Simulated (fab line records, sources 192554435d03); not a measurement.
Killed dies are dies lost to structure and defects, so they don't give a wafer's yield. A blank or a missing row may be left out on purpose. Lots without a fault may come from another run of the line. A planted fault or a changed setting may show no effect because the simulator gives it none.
Split-lot experiment | flow n5_finfet | 7 lots, 21 wafers read, on a route of 1938 steps

THE SPLIT
At N5_BEOL_M3_TRENCH_ETCH_37 (etches SiOC in C4F6/O2, target depth 55.555 nm, time 29.2 s), the setting time_s was moved away from the recipe's 29.2 s on 7 of the 21 wafers read, by -17.8% to +19.3%. The other wafers ran this setting at the recipe's value.

FROM THE SPLIT TO THE READING: what the file shows between them, 2 steps
- N5_BEOL_M3_ETCH_41: etches SiCN in CH3F/O2, target depth 29.9 nm, time 52.5 s
- N5_BEOL_M3_STRIP_97: strips in N2/H2, time 10 s

THE READING
trench_depth_nm, in nm, at N5_BEOL_M3_OCD_MEAS_38. Fault-free wafers of this fab line usually give 55.5 nm, standard deviation 0.97 nm.

wafer  | tool, chamber at the split | time_s as run, s | against the recipe | trench_depth_nm, nm | against lot-mates on the recipe
L080.2 | rie_diel-02, 1             | 33.31            | +14.1%             | 63.8                | no lot-mate on the recipe
L080.3 | rie_diel-02, 0             | 33.31            | +14.1%             | 62.6                | no lot-mate on the recipe
L080.6 | rie_diel-02, 0             | 33.31            | +14.1%             | 62.3                | no lot-mate on the recipe
L083.4 | rie_diel-06, 3             | 29.2             | recipe             | 56.6                | -
L083.5 | rie_diel-06, 1             | 29.2             | recipe             | 54.8                | -
L083.6 | rie_diel-06, 2             | 29.2             | recipe             | 56.5                | -
L084.1 | rie_diel-01, 0             | 29.2             | recipe             | 55.3                | -
L084.2 | rie_diel-01, 3             | 29.2             | recipe             | 54.0                | -
L084.4 | rie_diel-01, 2             | 29.2             | recipe             | 54.8                | -
L085.1 | rie_diel-02, 2             | 29.2             | recipe             | 55.5                | -
L085.3 | rie_diel-02, 0             | 29.2             | recipe             | 55.0                | -
L085.4 | rie_diel-02, 3             | 29.2             | recipe             | 54.3                | -
L086.1 | rie_diel-02, 1             | 29.2             | recipe             | 56.3                | -
L086.2 | rie_diel-02, 0             | 29.2             | recipe             | 55.4                | -
L086.5 | rie_diel-02, 0             | 29.2             | recipe             | 55.1                | -
L088.3 | rie_diel-01, 1             | 34.85            | +19.3%             | 67.1                | +11.8
L088.4 | rie_diel-01, 0             | 29.2             | recipe             | 55.3                | -
L088.6 | rie_diel-01, 1             | 34.85            | +19.3%             | 67.2                | +11.9
L092.2 | rie_diel-01, 0             | 24.01            | -17.8%             | 45.6                | -10.7
L092.3 | rie_diel-01, 3             | 24.01            | -17.8%             | 44.9                | -11.4
L092.5 | rie_diel-01, 1             | 29.2             | recipe             | 56.3                | -

THE FIT
A straight line over all 21 wafers: trench_depth_nm changes by +0.574 nm for each +1% of time_s; r = +0.99; the points scatter about the line by 0.79 nm.
The same after taking each lot's own level away (the mean of its wafers on the recipe; 18 wafers): +0.617 nm for each +1%; r = +1.00; scatter 0.54 nm.
On that fit, the largest move of time_s shifts the reading by 12 nm.
The lots' own levels span 54.70 to 56.30 nm, that is 1.6 times the standard deviation above.
So the lot-to-lot level changes the slope little: the two slopes agree.
Check: with one of the wafers moved furthest among these (+19.3%) left out of the fit, the line predicts +12 nm for it against its lot-mates. It came out at +11.8 nm against them.

OTHER SPLITS ON THESE WAFERS
These wafers also went through other splits before the reading. Each is held against what the fit with the lots' levels taken away leaves over:
other split on the same wafers | wafers away from the commonest value | r with trench_depth_nm (lot level and that fit taken away)
N5_BEOL_M3_ETCH_70 time_s      | 8                                    | +0.14

THE WHOLE CHAIN: every reading that the file lists as answering this split, in the file's order
step                      | what it does                                                | reading                                                                   | change (the file's fit)               | r (the file's)
N5_BEOL_M3_TRENCH_ETCH_37 | etches SiOC in C4F6/O2, target depth 55.555 nm, time 29.2 s | etch.depth_nm (the simulator's own value, which no gauge read)            | +0.606 nm for each +1% of the setting | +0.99
N5_BEOL_M3_TRENCH_ETCH_37 | etches SiOC in C4F6/O2, target depth 55.555 nm, time 29.2 s | BEOL_M3.feature_depth_nm (the simulator's own value, which no gauge read) | +0.605 nm for each +1% of the setting | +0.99
N5_BEOL_M3_OCD_MEAS_38    |                                                             | trench_depth_nm                                                           | +0.615 nm for each +1% of the setting | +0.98

THE FILE'S OWN FIT
trench_depth_nm changes by +0.615 nm for each +1% of time_s, r = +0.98.
